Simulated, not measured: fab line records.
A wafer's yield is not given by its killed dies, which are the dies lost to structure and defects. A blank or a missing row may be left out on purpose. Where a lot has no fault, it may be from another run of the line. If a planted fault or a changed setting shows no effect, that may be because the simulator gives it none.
Struck lot and sound lot, side by side | flow n5Finfet | 15 out of 1938 route steps
Sound: wafers L439.3, L439.5, L439.6. Struck: wafer L453.5 (left out: L453.3, L453.6 of the same lot, which were not struck); the cause appears at the end.
Per side, at each step with rows, come the tool, then ch with its chambers, and then its first start. Under that, the readings that differ: sound wafers | struck wafers | difference of the means | sigmas: that difference in standard deviations of wafers without a fault.
alike: a reading whose means differ by less than 2 such deviations, as well as words and numbers matching on both sides. not compared: withheld readings; readings where some wafer has no value; bounds like >300 that might hide an equal value; numbers whose values overlap and for which the record gives no deviation.
A row with sigmas, a row that says differs or no value, or rows on one side alone: a step with any of these is where the two part. Non-overlapping numbers with no deviation appear without sigmas and do not part them. Lack of a reading on every wafer of one side parts them only where that side has two or more wafers.

first, 3 steps without rows for these wafers: N5_BEOL_M7_EXPOSE_25 (exposes mask V6, target cd 40 nm); N5_BEOL_M7_PEB_26 (peb time 60 s); N5_BEOL_M7_DEVELOP_27 (develop time 30 s).
N5_BEOL_M7_CD_MEAS_28 targets a cd of 40 nm.
  sound on cdSem-01 ch 0, day 9 14:17; struck on cdSem-02 ch 0, day 13 18:14
  alike: cdNm
N5_BEOL_M7_OVL_MEAS_29:
  sound on overlay-02 ch 0, day 9 14:20; struck on overlay-01 ch 0, day 13 18:17
  alike: V6_OVL
N5_BEOL_M7_INSPECT_30: inspects for defects (brightfield).
  sound on defectInspect-01, day 9 14:23; struck on defectInspect-01, day 13 18:20
reading        | sound       | struck | difference | sigmas
rawDefectCount | 593 562 449 | 271    | -264       | -3
N5_BEOL_M7_DESCUM_33: chemistry O2, time 7 s.
  sound on rieDiel-04 ch 0,3, day 9 14:43; struck on rieDiel-04 ch 2, day 13 18:22
  alike: drypumpMotorCurrentA, oesProductAu, rfVppV, showerheadPlenumPTorr, throttleValvePct
  not compared: rfHoursCounterH
N5_BEOL_M7_ETCH_72: etches underlayer in N2/H2, target depth 6.5 nm, time 5.2 s.
  sound on rieDiel-04 ch 0,3, day 9 14:45; struck on rieDiel-04 ch 2, day 13 18:24
  alike: biasW, drypumpMotorCurrentA, etchRfOnTimeS, h2FlowSccm, n2FlowSccm, oesProductAu, rfVppV, showerheadPlenumPTorr, throttleValvePct
  not compared: rfHoursCounterH
N5_BEOL_M7_ETCH_65: etches SiARC in CF4, target depth 15.6 nm, time 26 s.
  sound on rieDiel-04 ch 0,3, day 9 14:46; struck on rieDiel-04 ch 2, day 13 18:25
  alike: biasW, drypumpMotorCurrentA, etchRfOnTimeS, oesProductAu, rfVppV, showerheadPlenumPTorr, throttleValvePct
  not compared: rfHoursCounterH
N5_BEOL_M7_ETCH_66: etches SOC in N2/H2, target depth 80 nm, overetch 16 nm, time 120 s.
  sound on rieDiel-04 ch 0,3, day 9 14:48; struck on rieDiel-04 ch 2, day 13 18:26
  alike: biasW, drypumpMotorCurrentA, h2FlowSccm, n2FlowSccm, oesProductAu, rfVppV, runLengthS, showerheadPlenumPTorr, throttleValvePct
  not compared: rfHoursCounterH
then, 2 steps without rows for these wafers: N5_BEOL_M7_STRIP_69 (strips in N2/H2); N5_BEOL_M7_STRIP_73 (strips in N2/H2).
N5_BEOL_M7_VIA_ETCH_34: etches SiCOH lowk in C4F6/O2, target depth 125.5 nm, time 50.5 s.
  sound on rieDiel-04 ch 0,3, day 9 14:54; struck on rieDiel-04 ch 2, day 13 18:32
reading        | sound          | struck | difference | sigmas
runLengthS (s) | 73.9 74.1 74.1 | 71.4   | -2.6       | -7
  alike: drypumpMotorCurrentA, oesProductAu, rfVppV, showerheadPlenumPTorr, throttleValvePct
  not compared: biasW, rfHoursCounterH, model.etch.depthNm
then, 1 step without rows for these wafers: N5_BEOL_M7_STRIP_76 (strips in C4F6/O2).
N5_PASSIVATION_PROBE_49:
  the record holds rows for the sound wafers here (prober-01, day 13 04:18) but none for the struck ones

== WHERE THEY PART ==
Earliest at N5_BEOL_M7_INSPECT_30; latest, in this record, at N5_PASSIVATION_PROBE_49.

WHY: what had been put in by the simulator
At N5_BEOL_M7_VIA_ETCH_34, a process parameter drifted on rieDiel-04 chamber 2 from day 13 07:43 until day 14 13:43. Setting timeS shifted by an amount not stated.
